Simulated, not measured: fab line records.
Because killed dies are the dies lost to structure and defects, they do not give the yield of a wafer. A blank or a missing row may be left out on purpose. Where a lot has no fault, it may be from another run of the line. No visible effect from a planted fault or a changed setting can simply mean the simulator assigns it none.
fab line records | flow n5_finfet
[record] lots = 10 | wafers = 27 | last_day = 18
route steps=1938 shown MOL_CONTACT_COAG@627 BEOL_M0_SAQP@633 BEOL_M4@1111 PASSIVATION@1936
lots that met no fault: from a run of the same line without faults
start_h: hours from the record's first day to the start of the lot's first wafer shown | wait_h: how many hours have passed since the lot's step before this one | " repeats the value in the row above | L1.1+2: one row covering several wafers at once | - no value, or no start was given | * or withheld: withheld | < > ~ a bound
route shown NAME@n: NAME is a module with steps in the file, n the number in the route of the first one | usual: mean and standard deviation over wafers with no fault | same: alike in all rows | chamber/n: place in a boat | sites: each site's reading | _std_site: their standard deviation | _edge_site: inner sites' mean taken away from outer sites' mean | radius_mm: how far each site lies from the wafer's centre | mask NAME#n: copy n | behind: the tool/chamber that last shaped the wafer | hold: what put the lot on hold/how long, in hours/how the hold closed | device: names the non-switching transistor (n, p or np) | end of line: the same wafers' tests at the end of the route | for a step that has no rows: nothing shown but its recipe | killed: dies that structure and defects cost at the first sort, which is not the same as the wafer's yield | map: shows each die of a wafer: x if killed, . if not, _ if none is there
set.NAME: setting as actually run; set.NAME@STEP: the setting as run at that earlier step | model.NAME: the simulator's own value behind a step, which no gauge read
the route's steps for a sample of lots (tables are steps, rows are wafers)
services: a tool's chamber out of use, with start hour (start_h, from the record's first day; less than 0 if before it), hours out, and reason
[[steps]]
[step N5_MOL_CONTACT_COAG_CMP_52]
[recipe] stop_on = SiO2 | t_overpolish_s = 1.5 | post_cmp_clean = w_dilute_nh4oh | down_force_psi = 4 | platen_rpm = 50.289 | pad_velocity_m_s = 1.0006 | target_thk_nm = 66.5
[usual] motor_current_A = 11.6/1.2 | overpolish_run_s = 1.502/0.009 | slurry_flow_ml_min = 149.9/0.48 | time_to_endpoint_s = 14.4/2.3
lot.wafer | tool   | chamber | start_h | wait_h | motor_current_A | overpolish_run_s | slurry_flow_ml_min | time_to_endpoint_s
L956.5    | cmp-02 | 2       | 121.47  | 0.2    | 12.1            | 1.495            | 150.1              | 13.5
L956.6    | "      | 3       | "       | "      | 8.9             | 1.496            | 149.8              | 13.7
L958.1    | cmp-03 | 2       | 138.58  | 0.2    | 13.3            | 1.506            | 150.2              | 12.6
L958.5    | "      | 2       | "       | "      | 12.9            | 1.504            | 150.2              | 13.6
L959.2    | cmp-03 | 2       | 141.96  | 0.1    | 12.8            | 1.489            | 150.9              | 11.6
L959.6    | "      | 0       | "       | "      | 11.9            | 1.501            | 150.0              | 14.5
L961.3    | cmp-01 | 1       | 157.48  | 0.0    | 10.5            | 1.512            | 150.5              | 13.7
L961.4    | "      | 2       | "       | "      | 12.1            | 1.494            | 150.0              | 17.2
L961.2    | "      | 3       | "       | "      | 13.3            | 1.508            | 149.6              | 13.0
L964.2    | cmp-01 | 2       | 168.84  | 0.1    | 11.5            | 1.502            | 149.3              | 10.7
L964.4    | "      | 3       | "       | "      | 12.5            | 1.506            | 149.7              | 8.3
L964.5    | "      | 2       | "       | "      | 11.6            | 1.515            | 149.3              | 11.2
L966.2    | cmp-01 | 1       | 178.10  | 0.0    | 9.8             | 1.510            | 149.2              | 15.2
L966.4    | "      | 0       | "       | "      | 10.1            | 1.489            | 150.3              | 15.7
L966.5    | "      | 1       | "       | "      | 10.5            | 1.489            | 150.0              | 13.7
L967.2    | cmp-03 | 3       | 187.10  | 0.1    | 11.4            | 1.495            | 150.3              | 16.0
L967.1    | "      | 0       | "       | "      | 11.8            | 1.494            | 149.2              | 14.0
L967.3    | "      | 1       | "       | "      | 12.6            | 1.494            | 149.9              | 16.9
L971.4    | cmp-01 | 2       | 209.54  | 0.1    | 12.1            | 1.508            | 150.9              | 15.5
L971.1    | "      | 0       | "       | "      | 10.2            | 1.506            | 150.7              | 11.0
L971.5    | "      | 1       | "       | "      | 10.4            | 1.514            | 149.9              | 12.8
L973.1    | cmp-02 | 0       | 232.54  | 0.0    | 11.0            | 1.518            | 149.9              | 19.5
L973.4    | "      | 1       | "       | "      | 13.0            | 1.506            | 149.6              | 14.8
L973.5    | "      | 1       | "       | "      | 12.0            | 1.517            | 150.3              | 16.7
L976.2    | cmp-02 | 2       | 242.08  | 0.1    | 12.2            | 1.505            | 150.7              | 12.5
L976.3    | "      | 0       | "       | "      | 10.5            | 1.499            | 150.2              | 15.6
L976.5    | "      | 2       | "       | "      | 11.6            | 1.489            | 150.9              | 13.5
[step N5_BEOL_M0_SAQP_ILD_DEP_01]
[recipe] material = SiOC | target_thk_a = 454.19 | temp_c = 350 | precursor = DEMS/O2 | pressure_torr = 5 | rf_w = 500 | time_s = 8.7
[usual] chamber_pressure_Torr = 5.001/0.011 | heater_power_w = 484/70 | showerhead_plenum_p_Torr = 5.688/0.012 | throttle_valve_pct = 12.4/0.94
lot.wafer | tool     | chamber | start_h | wait_h | chamber_pressure_Torr | heater_power_w | showerhead_plenum_p_Torr | throttle_valve_pct
L956.5    | pecvd-03 | 0       | 125.05  | 0.0    | 4.991                 | 609            | 5.692                    | 12.4
L956.6    | "        | 2       | "       | "      | 5.017                 | 443            | 5.678                    | 11.8
L958.1    | pecvd-01 | 0       | 142.25  | 0.0    | 5.009                 | 553            | 5.681                    | 13.8
L958.5    | "        | 1       | "       | "      | 5.015                 | 446            | 5.691                    | 13.3
L959.2    | pecvd-01 | 0       | 145.59  | 0.0    | 4.995                 | 549            | 5.671                    | 13.5
L959.6    | "        | 0       | "       | "      | 5.006                 | 560            | 5.661                    | 13.9
L961.2    | pecvd-03 | 1       | 163.97  | 0.0    | 4.993                 | 595            | 5.689                    | 12.9
L961.3    | "        | 0       | "       | "      | 4.988                 | 620            | 5.672                    | 12.6
L961.4    | "        | 0       | "       | "      | 5.000                 | 621            | 5.676                    | 12.7
L964.2    | pecvd-01 | 1       | 172.52  | 0.0    | 4.982                 | 468            | 5.694                    | 13.1
L964.4    | "        | 1       | "       | "      | 5.008                 | 474            | 5.688                    | 13.2
L964.5    | "        | 0       | "       | "      | 5.002                 | 540            | 5.687                    | 13.7
L966.2    | pecvd-02 | 2       | 181.81  | 0.0    | 5.001                 | 577            | 5.688                    | 12.0
L966.4    | "        | 1       | "       | "      | 5.014                 | 406            | 5.696                    | 12.0
L966.5    | "        | 0       | "       | "      | 5.022                 | 348            | 5.696                    | 12.0
L967.1    | pecvd-02 | 0       | 190.77  | 0.0    | 4.997                 | 413            | 5.674                    | 11.8
L967.2    | "        | 1       | "       | "      | 4.989                 | 398            | 5.692                    | 11.8
L967.3    | "        | 2       | "       | "      | 4.992                 | 561            | 5.705                    | 11.9
L971.1    | pecvd-01 | 0       | 213.23  | 0.0    | 5.018                 | 531            | 5.697                    | 13.7
L971.4    | "        | 0       | "       | "      | 5.002                 | 548            | 5.688                    | 13.6
L971.5    | "        | 2       | "       | "      | 4.982                 | 447            | 5.697                    | 11.0
L973.1    | pecvd-01 | 2       | 236.26  | 0.0    | 5.011                 | 480            | 5.696                    | 11.3
L973.4    | "        | 1       | "       | "      | 4.985                 | 445            | 5.695                    | 13.1
L973.5    | "        | 2       | "       | "      | 5.002                 | 472            | 5.670                    | 11.1
L976.2    | pecvd-01 | 0       | 245.75  | 0.0    | 4.991                 | 565            | 5.664                    | 13.6
L976.3    | "        | 2       | "       | "      | 4.992                 | 428            | 5.687                    | 11.3
L976.5    | "        | 2       | "       | "      | 4.997                 | 435            | 5.699                    | 11.3
[step N5_BEOL_M0_SAQP_EXPOSE_11]
[recipe] mask_id = M0_CORE | na = 1.35 | source_shape = dipole | sigma_inner = 0.538 | sigma_outer = 0.738 | polarization = te | target_cd_nm = 42 | dose_mj = 55
[same] dipole_opening_deg = 40 | sigma_outer = 0.738
lot.wafer  | tool            | chamber | start_h | wait_h | mask
L956.5+6   | arfi_scanner-02 | 0       | 128.57  | -      | M0_CORE#0
L958.1+5   | arfi_scanner-03 | 0       | 147.85  | -      | M0_CORE#0
L959.2+6   | arfi_scanner-03 | 0       | 148.24  | -      | M0_CORE#0
L961.2+3+4 | arfi_scanner-03 | 0       | 165.17  | -      | M0_CORE#0
L964.2+4+5 | arfi_scanner-03 | 0       | 173.86  | -      | M0_CORE#0
L966.2+4+5 | arfi_scanner-01 | 0       | 184.00  | -      | M0_CORE#0
L967.1+2+3 | arfi_scanner-02 | 0       | 191.89  | -      | M0_CORE#0
L971.1+4+5 | arfi_scanner-03 | 0       | 214.69  | -      | M0_CORE#0
L973.1+4+5 | arfi_scanner-03 | 0       | 237.75  | -      | M0_CORE#0
L976.2+3+5 | arfi_scanner-01 | 0       | 247.74  | -      | M0_CORE#0
[step N5_BEOL_M0_SAQP_CD_MEAS_14]
[recipe] target_cd_nm = 42.5 | landing_energy_ev = 500 | detector = se_inlens
[usual] cd_nm = 42.5/0.42
lot.wafer | tool      | chamber | start_h | wait_h | cd_nm
L956.5    | cd_sem-03 | 0       | 128.68  | -      | 43.3
L956.6    | "         | 0       | "       | "      | 42.4
L958.1    | cd_sem-01 | 0       | 147.98  | -      | 42.5
L958.5    | "         | 0       | "       | "      | 42.3
L959.2    | cd_sem-02 | 0       | 148.36  | -      | 43.4
L959.6    | "         | 0       | "       | "      | 41.6
L961.2    | cd_sem-03 | 0       | 165.29  | -      | 43.1
L961.3    | "         | 0       | "       | "      | 42.8
L961.4    | "         | 0       | "       | "      | 43.1
L964.2    | cd_sem-02 | 0       | 173.98  | -      | 42.6
L964.4    | "         | 0       | "       | "      | 42.7
L964.5    | "         | 0       | "       | "      | 43.1
L966.2    | cd_sem-01 | 0       | 184.12  | -      | 42.3
L966.4    | "         | 0       | "       | "      | 41.9
L966.5    | "         | 0       | "       | "      | 43.2
L967.1    | cd_sem-03 | 0       | 192.01  | -      | 42.3
L967.2    | "         | 0       | "       | "      | 42.5
L967.3    | "         | 0       | "       | "      | 41.8
L971.1    | cd_sem-03 | 0       | 214.82  | -      | 39.3
L971.4    | "         | 0       | "       | "      | 41.9
L971.5    | "         | 0       | "       | "      | 42.1
L973.1    | cd_sem-03 | 0       | 237.87  | -      | 39.3
L973.4    | "         | 0       | "       | "      | 41.9
L973.5    | "         | 0       | "       | "      | 42.7
L976.2    | cd_sem-03 | 0       | 247.86  | -      | 42.5
L976.3    | "         | 0       | "       | "      | 42.4
L976.5    | "         | 0       | "       | "      | 41.6
[step N5_BEOL_M0_SAQP_MANDREL_ETCH_20]
[recipe] target_depth_a = 600 | chemistry = HBr/Cl2 | target = a-Si | stop_on = SiNx | bt_time_s = 10 | mask_material = SOC | over_etch_frac = 0.5 | time_s = 30 | pressure_mtorr = 10 | icp_w = 800 | bias_w = 75 | HBr_flow_sccm = 150 | Cl2_flow_sccm = 80 | ends = end_point
[usual] drypump_motor_current_A = 5.9/0.34 | oes_product_au = 0.779/0.014 | throttle_valve_pct = 35.2/0.32
lot.wafer | tool      | chamber | start_h | wait_h | drypump_motor_current_A | oes_product_au | rf_hours_counter_h | throttle_valve_pct
L956.5    | rie_si-02 | 3       | 129.07  | 0.1    | 6.0                     | 0.779          | -                  | 35.4
L956.6    | "         | 2       | "       | "      | 6.1                     | 0.767          | -                  | 35.6
L958.1    | rie_si-02 | 2       | 148.35  | 0.0    | 6.0                     | 0.781          | 166                | 35.6
L958.5    | "         | 2       | "       | "      | 6.1                     | 0.774          | -                  | 35.6
L959.2    | rie_si-05 | 2       | 148.73  | 0.0    | 6.0                     | 0.771          | 38                 | 34.7
L959.6    | "         | 1       | "       | "      | 6.2                     | 0.788          | -                  | 35.1
L961.2    | rie_si-02 | 2       | 165.72  | 0.0    | 6.1                     | 0.775          | 167                | 35.6
L961.3    | "         | 0       | "       | "      | 5.4                     | 0.762          | 58                 | 35.6
L961.4    | "         | 3       | "       | "      | 6.1                     | 0.773          | 188                | 35.5
L964.2    | rie_si-05 | 3       | 174.35  | 0.0    | 6.2                     | 0.771          | 159                | 35.7
L964.4    | "         | 2       | "       | "      | 6.0                     | 0.762          | 39                 | 34.7
L964.5    | "         | 3       | "       | "      | 6.2                     | 0.777          | -                  | 35.6
L966.2    | rie_si-02 | 0       | 184.48  | 0.0    | 5.4                     | 0.762          | 58                 | 35.6
L966.4    | "         | 1       | "       | "      | 6.0                     | 0.762          | 0                  | 35.1
L966.5    | "         | 1       | "       | "      | 6.0                     | 0.782          | -                  | 35.1
L967.1    | rie_si-03 | 0       | 192.38  | 0.0    | 5.4                     | 0.794          | 42                 | 34.9
L967.2    | "         | 2       | "       | "      | 6.1                     | 0.772          | 115                | 34.8
L967.3    | "         | 1       | "       | "      | 5.9                     | 0.780          | 98                 | 35.1
L971.1    | rie_si-03 | 1       | 215.19  | 0.0    | 5.9                     | 0.783          | 98                 | 35.1
L971.4    | "         | 2       | "       | "      | 6.1                     | 0.770          | 115                | 34.8
L971.5    | "         | 3       | "       | "      | 6.4                     | 0.793          | -                  | 35.4
L973.1    | rie_si-03 | 2       | 238.57  | 0.0    | 6.1                     | 0.771          | 116                | 34.8
L973.4    | "         | 3       | "       | "      | 6.4                     | 0.804          | 156                | 35.4
L973.5    | "         | 0       | "       | "      | 5.4                     | 0.802          | -                  | 34.9
L976.2    | rie_si-03 | 0       | 248.22  | 0.0    | 5.4                     | 0.799          | 43                 | 34.9
L976.3    | "         | 3       | "       | "      | 6.4                     | 0.784          | 157                | 35.4
L976.5    | "         | 0       | "       | "      | 5.4                     | 0.799          | -                  | 34.9
[step N5_BEOL_M4_RC_MEAS_101]
[usual] DIBL_N = 36.7/2.6 | DIBL_P = 36.9/2.8 | IOFF_N = 0.17/0.043 | IOFF_P = 0.22/0.05 | ION_N = 678/15 | ION_P = 465/9.2 | SS_N = 71.6/0.79 | SS_P = 73.5/0.82 | VT_N = 250/3.9 | VT_P = -250/3.7
lot.wafer | tool      | chamber | start_h | wait_h | DIBL_N[mV/V] | DIBL_P[mV/V] | IOFF_N[nA/um] | IOFF_P[nA/um] | ION_N[uA/um] | ION_P[uA/um] | SS_N[mV/dec] | SS_P[mV/dec] | VT_N[mV] | VT_P[mV]
L956.5    | prober-02 | 0       | 203.68  | 0.6    | 38.1         | 38.5         | 0.20          | 0.25          | 699          | 474          | 71.1         | 74.4         | 247      | -246
L956.6    | "         | 0       | "       | "      | 42.1         | 42.8         | 0.29          | 0.36          | 692          | 471          | 72.5         | 75.2         | 242      | -243
L959.2    | prober-02 | 0       | 213.98  | 0.2    | 40.7         | 42.5         | 0.22          | 0.39          | 687          | 480          | 72.5         | 75.2         | 247      | -240
L959.6    | "         | 0       | "       | "      | 39.8         | 41.1         | 0.23          | 0.36          | 697          | 484          | 72.0         | 74.4         | 241      | -241
L958.1    | prober-02 | 0       | 222.36  | 0.0    | 37.0         | 38.0         | 0.17          | 0.23          | 678          | 473          | 71.7         | 74.1         | 247      | -248
L958.5    | "         | 0       | "       | "      | 36.4         | 36.0         | 0.16          | 0.21          | 685          | 469          | 72.4         | 74.1         | 253      | -250
L961.2    | prober-02 | 0       | 242.28  | 0.2    | 37.0         | 36.7         | 0.17          | 0.24          | 679          | 472          | 71.7         | 73.2         | 246      | -244
L961.3    | "         | 0       | "       | "      | 31.1         | 29.6         | 0.08          | 0.14          | 657          | 462          | 69.8         | 71.6         | 259      | -253
L961.4    | "         | 0       | "       | "      | 40.8         | 40.1         | 0.25          | 0.32          | 692          | 475          | 73.0         | 74.7         | 243      | -241
L964.2    | prober-02 | 0       | 251.40  | 0.2    | 39.8         | 40.8         | 0.22          | 0.34          | 677          | 473          | 71.9         | 74.7         | 248      | -245
L964.4    | "         | 0       | "       | "      | 36.6         | 36.0         | 0.17          | 0.24          | 690          | 480          | 70.8         | 73.9         | 248      | -247
L964.5    | "         | 0       | "       | "      | 40.8         | 41.0         | 0.22          | 0.31          | 681          | 464          | 72.1         | 75.0         | 249      | -243
L967.1    | prober-02 | 0       | 252.17  | 0.6    | 40.0         | 40.0         | 0.21          | 0.25          | 665          | 456          | 72.7         | 74.7         | 254      | -250
L967.2    | "         | 0       | "       | "      | 32.8         | 32.0         | 0.09          | 0.13          | 659          | 453          | 70.2         | 72.6         | 257      | -260
L967.3    | "         | 0       | "       | "      | 35.8         | 36.8         | 0.13          | 0.19          | 650          | 446          | 70.3         | 74.1         | 255      | -254
L966.2    | prober-02 | 0       | 263.20  | 0.2    | 38.2         | 39.6         | 0.21          | 0.23          | 692          | 465          | 71.5         | 74.5         | 245      | -251
L966.4    | "         | 0       | "       | "      | 36.6         | 37.8         | 0.16          | 0.18          | 691          | 458          | 71.5         | 72.9         | 250      | -254
L966.5    | "         | 0       | "       | "      | 34.1         | 35.4         | 0.14          | 0.17          | 674          | 464          | 70.1         | 72.3         | 248      | -256
L971.1    | prober-01 | 0       | 292.09  | 0.0    | 36.0         | 36.6         | 0.15          | 0.22          | 670          | 467          | 71.3         | 73.3         | 248      | -248
L971.4    | "         | 0       | "       | "      | 36.9         | 37.5         | 0.18          | 0.25          | 671          | 460          | 71.8         | 74.7         | 247      | -247
L971.5    | "         | 0       | "       | "      | 35.1         | 34.9         | 0.14          | 0.19          | 660          | 451          | 71.2         | 73.2         | 249      | -253
L976.2    | prober-02 | 0       | 309.73  | 0.2    | 36.5         | 37.1         | 0.14          | 0.20          | 683          | 469          | 71.2         | 73.3         | 255      | -253
L976.3    | "         | 0       | "       | "      | 39.4         | 40.4         | 0.18          | 0.25          | 673          | 464          | 71.8         | 74.1         | 252      | -251
L976.5    | "         | 0       | "       | "      | 36.1         | 36.5         | 0.13          | 0.18          | 667          | 456          | 71.5         | 72.9         | 253      | -253
L973.1    | prober-02 | 0       | 312.69  | 0.0    | 38.8         | 37.9         | 0.20          | 0.24          | 690          | 475          | 71.3         | 74.6         | 244      | -248
L973.4    | "         | 0       | "       | "      | 36.5         | 35.2         | 0.15          | 0.21          | 664          | 454          | 70.6         | 73.6         | 251      | -248
L973.5    | "         | 0       | "       | "      | 39.8         | 39.3         | 0.24          | 0.28          | 703          | 470          | 71.8         | 74.4         | 244      | -248
[step N5_PASSIVATION_PROBE_49]
[usual] defect_limited_yield = 91.0/1.4 | killed_at_M0_to_M3 = 36/9.6 | killed_at_M4_up = 14/6.1 | killed_at_contacts = 13/6.6 | killed_at_front_end = 40/11 | killed_at_other = 3.2/2.9 | killed_dies = 106/17 | killed_open = 71/12 | killed_short = 33/7.3 | sort_bin_4_leakage = 0.02/0.11 | sort_bin_5_function = 5.3/1 | sort_bin_6_memory = 3.4/0.68 | sort_n_pass = 1073/19 | sort_yield_pct = 91.0/1.6
[same] gross_dies = 1180 | killed_at_back_side = 0 | sort_bin_8_speed[%] = 0
lot.wafer | tool      | chamber | start_h | wait_h | defect_limited_yield[%] | killed_at_M0_to_M3 | killed_at_M4_up | killed_at_contacts | killed_at_front_end | killed_at_other | killed_dies | killed_open | killed_short | sort_bin_4_leakage[%] | sort_bin_5_function[%] | sort_bin_6_memory[%] | sort_n_pass | sort_yield_pct[%]
L956.5    | prober-01 | -       | 315.39  | 0.2    | 91.9                    | 29                 | 7               | 2                  | 50                  | 7               | 95          | 73          | 21           | 0                     | 5.5                    | 2.5                  | 1085        | 91.9
L956.6    | prober-01 | -       | 315.44  | 0.3    | 92.0                    | 25                 | 16              | 11                 | 37                  | 5               | 94          | 58          | 34           | 0.17                  | 4.7                    | 2.6                  | 1084        | 91.9
L959.2    | prober-02 | -       | 317.88  | 0.1    | 92.4                    | 34                 | 16              | 2                  | 35                  | 3               | 90          | 68          | 22           | 0.17                  | 4.1                    | 3.1                  | 1088        | 92.2
L959.6    | prober-02 | -       | 318.08  | 0.3    | 92.1                    | 23                 | 30              | 6                  | 33                  | 1               | 93          | 60          | 33           | 0                     | 4.1                    | 3.5                  | 1087        | 92.1
L961.2    | prober-02 | -       | 353.65  | 0.1    | 90.9                    | 27                 | 16              | 28                 | 35                  | 1               | 107         | 69          | 34           | 0                     | 5.1                    | 3.6                  | 1073        | 90.9
L961.3    | prober-02 | -       | 353.70  | 0.1    | 91.5                    | 40                 | 8               | 24                 | 28                  | 0               | 100         | 64          | 36           | 0                     | 5.3                    | 3.2                  | 1080        | 91.5
L967.1    | prober-02 | -       | 356.35  | 0.0    | 89.4                    | 55                 | 14              | 14                 | 38                  | 4               | 125         | 78          | 47           | 0                     | 5.8                    | 4.3                  | 1055        | 89.4
L967.2    | prober-02 | -       | 356.40  | 0.1    | 87.9                    | 60                 | 15              | 26                 | 38                  | 4               | 143         | 92          | 46           | 0                     | 8.4                    | 3.5                  | 1037        | 87.9
L967.3    | prober-02 | -       | 356.45  | 0.1    | 91.0                    | 40                 | 13              | 21                 | 30                  | 2               | 106         | 64          | 42           | 0                     | 5.5                    | 3.1                  | 1074        | 91.0
L964.2    | prober-02 | -       | 357.74  | 0.4    | 91.8                    | 40                 | 4               | 7                  | 32                  | 14              | 97          | 64          | 33           | 0                     | 5.2                    | 2.9                  | 1083        | 91.8
L971.1    | prober-02 | -       | 391.42  | 0.0    | 89.7                    | 46                 | 9               | 13                 | 47                  | 6               | 121         | 81          | 33           | 0                     | 6.0                    | 3.8                  | 1059        | 89.7
L971.4    | prober-02 | -       | 391.57  | 0.2    | 93.3                    | 30                 | 8               | 10                 | 28                  | 3               | 79          | 51          | 28           | 0                     | 3.8                    | 2.6                  | 1101        | 93.3
L971.5    | prober-02 | -       | 391.62  | 0.2    | 91.9                    | 40                 | 13              | 17                 | 26                  | 0               | 96          | 62          | 33           | 0                     | 4.9                    | 3.0                  | 1084        | 91.9
// killed by level:class
L956.5 FIN_SAQP:geometric_particle:open=15 BEOL_M2:geometric_particle:open=8 BEOL_M1:geometric_particle:open=7 GATE_CUT:geometric_particle:open=6 STI_FIN_REVEAL:geometric_particle:open=5 BEOL_M3:geometric_particle:open=5 ILD0:geometric_particle:short=4 GATE_CUT:geometric_particle:short=4
L956.6 BEOL_M2:geometric_particle:open=8 FIN_SAQP:geometric_particle:open=7 MOL_CONTACT_COAG:geometric_particle:short=6 BEOL_M4:geometric_particle:open=6 FIN_SAQP:geometric_particle:short=5 STI_FIN_REVEAL:geometric_particle:open=5 MOL_CONTACT_COAG:geometric_particle:open=5 BEOL_M4:geometric_particle:short=4
L959.2 BEOL_M1:geometric_particle:open=18 BEOL_M4:geometric_particle:open=10 GATE_CUT:geometric_particle:short=8 BEOL_M2:geometric_particle:open=7 STI_FIN_REVEAL:geometric_particle:open=6 FIN_SAQP:geometric_particle:open=5 DUMMY_GATE:geometric_particle:open=5 STARTING-WAFER:geometric_particle:short=5
L959.6 BEOL_M4:geometric_particle:open=15 GATE_CUT:geometric_particle:short=8 MOL_CONTACT_COAG:geometric_particle:open=5 BEOL_M1:geometric_particle:short=5 BEOL_M5:geometric_particle:open=5 ILD0:geometric_particle:open=4 GATE_CUT:geometric_particle:open=4 BEOL_M0:geometric_particle:open=4
L961.2 MOL_CONTACT_COAG:geometric_particle:open=22 BEOL_M2:geometric_particle:open=8 GATE_CUT:geometric_particle:short=6 BEOL_M5:geometric_particle:open=6 DUMMY_GATE:geometric_particle:open=5 MOL_CONTACT_COAG:geometric_particle:short=5 DUMMY_GATE:geometric_particle:short=4 GATE_CUT:geometric_particle:open=4
L961.3 MOL_CONTACT_COAG:geometric_particle:open=18 GATE_CUT:geometric_particle:short=7 BEOL_M0_SAQP:geometric_particle:open=7 BEOL_M0_SAQP:geometric_particle:short=7 STI_FIN_REVEAL:geometric_particle:open=6 MOL_CONTACT_COAG:geometric_particle:short=6 BEOL_M3:geometric_particle:short=6 BEOL_M2:geometric_particle:open=5
L967.1 STI_FIN_REVEAL:geometric_particle:open=10 BEOL_M3:geometric_particle:open=10 FIN_SAQP:geometric_particle:open=9 BEOL_M2:geometric_particle:open=9 MOL_CONTACT_COAG:geometric_particle:open=8 BEOL_M0_SAQP:geometric_particle:short=7 BEOL_M0_SAQP:geometric_particle:open=7 BEOL_M4:geometric_particle:open=7
L967.2 MOL_CONTACT_COAG:geometric_particle:open=20 BEOL_M0_SAQP:geometric_particle:short=16 BEOL_M2:geometric_particle:open=12 BEOL_M0_SAQP:geometric_particle:open=11 FIN_SAQP:geometric_particle:open=9 BEOL_M4:geometric_particle:open=9 BEOL_M1:geometric_particle:open=7 BEOL_M3:geometric_particle:open=7
L967.3 MOL_CONTACT_COAG:geometric_particle:open=16 BEOL_M0_SAQP:geometric_particle:short=10 BEOL_M1:geometric_particle:open=10 BEOL_M2:geometric_particle:open=7 BEOL_M4:geometric_particle:open=7 FIN_SAQP:geometric_particle:short=5 MOL_CONTACT_COAG:geometric_particle:short=5 BEOL_M0_SAQP:geometric_particle:open=5
L964.2 BEOL_M3:geometric_particle:open=9 FIN_SAQP:geometric_particle:short=8 BEOL_M0_SAQP:geometric_particle:open=8 BEOL_M2:geometric_particle:open=8 STI_FIN_REVEAL:geometric_particle:open=6 MOL_CONTACT_COAG:geometric_particle:open=6 GATE_CUT:geometric_particle:short=5 BEOL_M0_SAQP:geometric_particle:short=5
L971.1 STI_FIN_REVEAL:geometric_particle:open=17 BEOL_M2:geometric_particle:open=16 MOL_CONTACT_COAG:geometric_particle:open=10 BEOL_M3:geometric_particle:open=10 BEOL_M0_SAQP:geometric_particle:short=7 FIN_CUT:area_etch=7 BEOL_M4:geometric_particle:open=6 DUMMY_GATE:geometric_particle:open=5
L971.4 DUMMY_GATE:geometric_particle:open=9 BEOL_M2:geometric_particle:open=8 MOL_CONTACT_COAG:geometric_particle:open=7 FIN_SAQP:geometric_particle:short=5 BEOL_M0_SAQP:geometric_particle:short=5 BEOL_M0:geometric_particle:open=5 BEOL_M0_SAQP:geometric_particle:open=4 STARTING-WAFER:geometric_particle:short=4
L971.5 MOL_CONTACT_COAG:geometric_particle:open=13 BEOL_M3:geometric_particle:open=13 BEOL_M0_SAQP:geometric_particle:short=7 FIN_SAQP:geometric_particle:short=6 BEOL_M2:geometric_particle:open=6 DUMMY_GATE:geometric_particle:open=5 STI_FIN_REVEAL:geometric_particle:open=4 GATE_CUT:geometric_particle:short=4
[[services]]
tool            | chamber | start_h | hours | kind
rie_si-02       | 0       | 99.46   | 3.3   | repair
cmp-03          | -       | 113.30  | 3.5   | pm
rie_si-03       | 1       | 115.12  | 3.5   | repair
cmp-01          | -       | 117.16  | 2.3   | repair
rie_si-02       | 1       | 128.37  | 4.2   | repair
cmp-01          | -       | 135.57  | 5.0   | pm
cmp-02          | -       | 140.53  | 4.1   | pm
arfi_scanner-03 | -       | 141.86  | 0.5   | repair
arfi_scanner-03 | -       | 149.30  | 1.3   | pm
arfi_scanner-03 | -       | 160.47  | 1.8   | repair
rie_si-03       | 2       | 167.39  | 2.5   | repair
rie_si-03       | 1       | 168.78  | 1.8   | repair
arfi_scanner-03 | -       | 180.62  | 1.0   | pm
cmp-01          | -       | 182.47  | 3.7   | repair
rie_si-02       | 3       | 194.96  | 2.4   | repair
cmp-03          | -       | 203.28  | 10.6  | pm
rie_si-02       | 0       | 203.67  | 5.4   | repair
cmp-02          | -       | 209.96  | 6.6   | pm
cmp-01          | -       | 210.77  | 4.0   | pm
arfi_scanner-03 | -       | 218.21  | 0.8   | pm
arfi_scanner-03 | -       | 227.27  | 3.9   | pm
cmp-03          | -       | 231.85  | 4.0   | pm
arfi_scanner-03 | -       | 233.87  | 1.0   | pm
rie_si-02       | 3       | 238.30  | 17.7  | repair
[[key]]
[first_sign] step = N5_BEOL_M0_SAQP_CD_MEAS_14 | reading = cd_nm | direction = down | sigmas = 7.8 | usual = 42.5 | struck = 39.3
effect none on later readings
met_at N5_BEOL_M0_SAQP_EXPOSE_11
struck_lots L971,L973
struck_wafers L971.1,L973.1
not_acting_at N5_MOL_CONTACT_COAG_CMP_52,N5_BEOL_M0_SAQP_ILD_DEP_01,N5_BEOL_M0_SAQP_MANDREL_ETCH_20
onset_between 173.86 214.69
[fault] kind = process_parameter_drift | tool = arfi_scanner-03 | chamber = - | onset_h = 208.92 | steps = N5_BEOL_M0_SAQP_EXPOSE_11 | channel = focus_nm | offset = 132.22 | shape = step | end_h = 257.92 | scope = struck_wafers_only
